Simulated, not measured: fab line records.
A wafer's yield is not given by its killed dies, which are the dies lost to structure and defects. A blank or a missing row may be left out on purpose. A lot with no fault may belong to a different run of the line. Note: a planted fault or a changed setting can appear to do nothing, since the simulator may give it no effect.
A lot that was struck, set against a sound lot    flow n5Finfet    40 steps out of a route of 1938
Sound: wafers L362.2, L362.4, L362.6. Struck: wafers L364.1, L364.2, L364.6. At the end, the cause is stated.
Per side, at each step with rows, come the tool, then ch with its chambers, and then its first start. Under that, the readings that differ: sound wafers    struck wafers    difference of the means    sigmas: that difference in standard deviations of wafers without a fault.
alike: readings with means less than 2 such deviations apart, plus words and numbers identical on both sides. not compared: withheld readings, readings lacking a value on some wafer, bounds such as >300 that could conceal the same value, and numbers that have no deviation in the record and whose values overlap.
Wherever a step has rows on one side only, a row that says differs or no value, or a row with sigmas, the two part there. Non-overlapping numbers with no deviation appear without sigmas and do not part them. A reading that every wafer of one side lacks parts them only if that side has two wafers or more.

N5_BEOL_M11_OCD_MEAS_38:
  sound on ocd-02, day 15 14:08; struck on ocd-01, day 17 00:13
  alike: trenchDepthNm
then, 4 steps without rows for these wafers: N5_BEOL_M11_HM_STRIP_39 (strips TiN in peroxide tin strip, target depth 25 nm, time 158 s); N5_BEOL_M11_SRD_40 (time 30 s); N5_BEOL_M11_PRECLEAN_42 (cleans in residue remover, time 60 s); N5_BEOL_M11_SRD_43 (time 30 s).
N5_BEOL_M11_CD_MEAS_35 targets a cd of 70 nm.
  sound on cdSem-03, day 15 14:17; struck on cdSem-03, day 17 00:22
  alike: cdNm
then, 1 step without rows for these wafers: N5_BEOL_M11_CURE_72 (cures SiCOH lowk, time 120 s).
N5_BEOL_M11_DEGAS_44: time 60 s.
  sound on pvdSputter-01, day 15 14:48; struck on pvdSputter-02, day 17 02:20
  alike: heaterPowerW
then, 1 step without rows for these wafers: N5_BEOL_M11_PRE_CLEAN_45 (time 30 s).
N5_BEOL_M11_ALD_74: deposits TaN, target thk 2 nm, pulse time 2 s, purge time 3 s.
  sound on aldMetal-03 ch 0,2, day 15 15:08; struck on aldMetal-03 ch 1,2,3, day 17 02:26
  alike: chamberPressureTorr, heaterPowerW, precursorVesselCarrierSccm
then, 2 steps without rows for these wafers: N5_BEOL_M11_SURFACE_TREAT_76; N5_BEOL_M11_CVD_75 (deposits Co from CCTBA/H2, target thk 2 nm, time 138.9 s).
N5_BEOL_M11_SPUTTER_48: material Cu, target thk 12 nm, time 2 s.
  sound on pvdSputter-01, day 15 16:01; struck on pvdSputter-01, day 17 03:07
reading               sound           struck          difference  sigmas
throttleValvePct (%)  31.3 31.3 31.3  31.2 29.2 28.7  -1.6        -2
  alike: substrateTempC
then, 1 step without rows for these wafers: N5_BEOL_M11_ECD_50 (material Cu, target thk 318 nm).
N5_BEOL_M11_ANNEAL_51: time 90 s.
  sound on rtpAnneal-02 ch 0, day 15 16:17; struck on rtpAnneal-01 ch 0, day 17 03:20
  alike: wafer_temp_C_max
then, 2 steps without rows for these wafers: N5_BEOL_M11_CMP_52 (polishes, stops on SiCOH lowk, t overpolish 7 s, target thk 140 nm); N5_BEOL_M11_PRE_CLEAN_55 (time 15 s).
N5_BEOL_M11_DEP_56: deposits SiCN from 3MS/NH3, target thk 30 nm, time 10.5 s.
  sound on pecvd-01 ch 0,1,2, day 15 16:54; struck on pecvd-02 ch 0,1, day 17 04:01
  alike: chamberPressureTorr, showerheadPlenumPTorr, throttleValvePct
N5_BEOL_M11_RS_MEAS_57: measures by four-point-probe.
  sound on filmMetro-02, day 15 16:58; struck on filmMetro-02, day 17 04:04
  alike: M11_RS
then, 1 step without rows for these wafers: N5_BEOL_M12_ILD_DEP_00 (deposits SiOC from DEMS/O2, target thk 658.92 nm, time 130.7 s).
N5_BEOL_M12_THK_MEAS_01:
  sound on filmMetro-01, day 15 17:11; struck on filmMetro-01, day 17 04:16
  alike: M12_ILD_THK
then, 8 steps without rows for these wafers: N5_BEOL_M12_COAT_58 (time 60 s, resist thk 89 nm); N5_BEOL_M12_COAT_04 (resist thk 400 nm); N5_BEOL_M12_EBR_06; N5_BEOL_M12_SOFTBAKE_05 (time 60 s); N5_BEOL_M12_EXPOSE_07 (exposes mask V11); N5_BEOL_M12_PEB_08 (peb time 90 s); N5_BEOL_M12_DEVELOP_09 (develop time 45 s); N5_BEOL_M12_HARDBAKE_14 (time 120 s).
N5_BEOL_M12_CD_MEAS_10 targets a cd of 140 nm.
  sound on cdSem-03 ch 0, day 15 17:29; struck on cdSem-02 ch 0, day 17 04:41
  alike: cdNm
N5_BEOL_M12_OVL_MEAS_11:
  sound on overlay-01 ch 0, day 15 17:31; struck on overlay-01 ch 0, day 17 04:43
reading       sound    struck    difference  sigmas
V11_OVL (nm)  2 -5 -3  11 16 12  +15         +3
then, 3 steps without rows for these wafers: N5_BEOL_M12_DESCUM_15 (chemistry O2, time 7.9 s); N5_BEOL_M12_ETCH_59 (etches BARC in N2/H2, target depth 89 nm, overetch 26.7 nm, time 67.9 s); N5_BEOL_M12_VIA_ETCH_16 (etches SiOC in C4F8/O2/Ar, target depth 724.8 nm).
N5_BEOL_M12_STRIP_63: strips in N2/H2.
  sound on plasmaAsher-02 ch 0,1, day 15 18:16; struck on plasmaAsher-01 ch 0,1, day 17 05:04
  alike: drypumpMotorCurrentA, heaterPowerW, oesProductAu, stripTimeToEndpointS
  not compared: rfHoursCounterH
then, 3 steps without rows for these wafers: N5_BEOL_M12_STRIP_64 (strips in N2/H2); N5_BEOL_M12_STRIP_71 (strips in post etch residue remover, time 60 s); N5_BEOL_M12_SRD_72 (time 30 s, dry time 30 s).
N5_BEOL_M12_CD_MEAS_17 targets a cd of 140 nm.
  sound on cdSem-03, day 15 18:29; struck on cdSem-02, day 17 05:16
  alike: cdNm
N5_PASSIVATION_PROBE_49:
  the record has rows for the struck wafers here (prober-01, day 18 23:57) and none for the sound ones

## WHERE THEY PART
Last at N5_PASSIVATION_PROBE_49 as far as this record goes, first at N5_BEOL_M11_SPUTTER_48.

WHY: what the simulator had put in
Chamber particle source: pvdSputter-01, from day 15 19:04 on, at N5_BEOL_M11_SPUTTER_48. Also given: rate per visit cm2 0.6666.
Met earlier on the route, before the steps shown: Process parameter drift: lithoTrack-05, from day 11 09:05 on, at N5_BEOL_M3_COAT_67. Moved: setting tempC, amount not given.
